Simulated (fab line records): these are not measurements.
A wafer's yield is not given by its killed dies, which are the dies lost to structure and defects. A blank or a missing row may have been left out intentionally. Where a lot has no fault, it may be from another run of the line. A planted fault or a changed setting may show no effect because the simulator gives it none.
A struck lot beside a sound one    flow nand harc    14 out of 1302 route steps
Sound: these wafers, L978.1, L978.5, L978.6. Struck: wafer L979.5 (L979.3, L979.6, from the same lot, were not struck and are left out); the cause is given at the end.
For every step that has rows: the tool of each side, followed by ch and its chambers, followed by its first start. Under that, the readings that differ: sound wafers    struck wafers    difference of the means    sigmas: that difference in standard deviations of wafers without a fault.
alike: a reading whose means differ by less than 2 such deviations, as well as words and numbers matching on both sides. not compared: withheld readings; readings where some wafer has no value; bounds like >300 that might hide an equal value; numbers whose values overlap and for which the record gives no deviation.
The two part at a step that has a row with sigmas, a row that says differs or no value, or rows on one side only. Non-overlapping numbers with no deviation appear without sigmas and do not part them. A reading missing from all wafers of one side parts the sides only when that side holds two or more wafers.

first, 1 step without rows for these wafers: NHARC_A_CHANNEL_HOLE_D2_STRIP_43 (strips in O2/COS).
NHARC_A_CHANNEL_HOLE_D2_ETCH_44: etches the open film in CF4/O2, target depth 140 nm, overetch 14 nm, time 77 s.
  sound on rie diel-08 ch 2,3, day 17 18:53; struck on rie diel-08 ch 2, day 18 12:31
  alike: drypump motor current A, oes product au, rf vpp V, showerhead plenum p Torr, throttle valve pct
  not compared: rf hours counter h
NHARC_A_CHANNEL_HOLE_D2_STRIP_28: strips in O2.
  sound on rie diel-08 ch 0,2,3; struck on rie diel-08 ch 1
  alike: drypump motor current A, oes product au, rf vpp V, showerhead plenum p Torr, throttle valve pct
  not compared: rf hours counter h
then, 2 steps without rows for these wafers: NHARC_A_CHANNEL_HOLE_D2_PRECLEAN_29 (cleans in SC1); NHARC_A_CHANNEL_HOLE_D2_SRD_30.
NHARC_A_CHANNEL_HOLE_D2_CD_MEAS_31:
  struck on cd sem-03, day 18 13:20; sound on cd sem-02, day 17 19:41
  alike: cd nm
NHARC_A_CHANNEL_HOLE_D2_XSEM_32:
  sound on xsem-02 ch 0, day 17 19:47; struck on xsem-01 ch 0, day 18 13:25
  alike: bot cd nm, bow nm, tilt deg
NHARC_A_CHANNEL_HOLE_D2_INSPECT_40:
  struck on defect inspect-02, day 18 13:31; sound on defect inspect-01, day 17 19:54
  alike: raw defect count
then, 3 steps without rows for these wafers: NHARC_A_CHANNEL_FILL_D2_PRECLEAN_00 (cleans in SC1); NHARC_A_CHANNEL_FILL_D2_SRD_01; NHARC_A_CHANNEL_FILL_D2_ALD_02 (deposits SiO2, target thk 6 nm, pulse time 10 s, ald cycles 60).
NHARC_A_CHANNEL_FILL_D2_ALD_03: deposits SiNx, target thk 6 nm, pulse time 60 s, ald cycles 58.
  sound on ald sin batch-03 ch 0; struck on ald sin batch-02 ch 0
  alike: chamber pressure Torr, precursor pulse height rel
  not compared: ald cycles
NHARC_A_CHANNEL_FILL_D2_ALD_14: deposits SiO2, target thk 2.5 nm, pulse time 10 s, ald cycles 25.
  sound on ald hk-02 ch 0,2,3, day 18 03:13; struck on ald hk-02 ch 0, day 18 20:50
reading     sound     struck  difference  sigmas
ald cycles  25 25 25  22      -3          
  alike: heater power w, precursor pulse height rel
  not compared: since wet clean h
NHARC_A_CHANNEL_FILL_D2_ALD_15: deposits SiNx, target thk 2 nm, pulse time 60 s, ald cycles 19.
  sound on ald sin batch-02 ch 0; struck on ald sin batch-01 ch 0
  alike: chamber pressure Torr, precursor pulse height rel
  not compared: ald cycles

WHERE THEY PART
Nowhere in this record.

WHY: what the simulator had put in
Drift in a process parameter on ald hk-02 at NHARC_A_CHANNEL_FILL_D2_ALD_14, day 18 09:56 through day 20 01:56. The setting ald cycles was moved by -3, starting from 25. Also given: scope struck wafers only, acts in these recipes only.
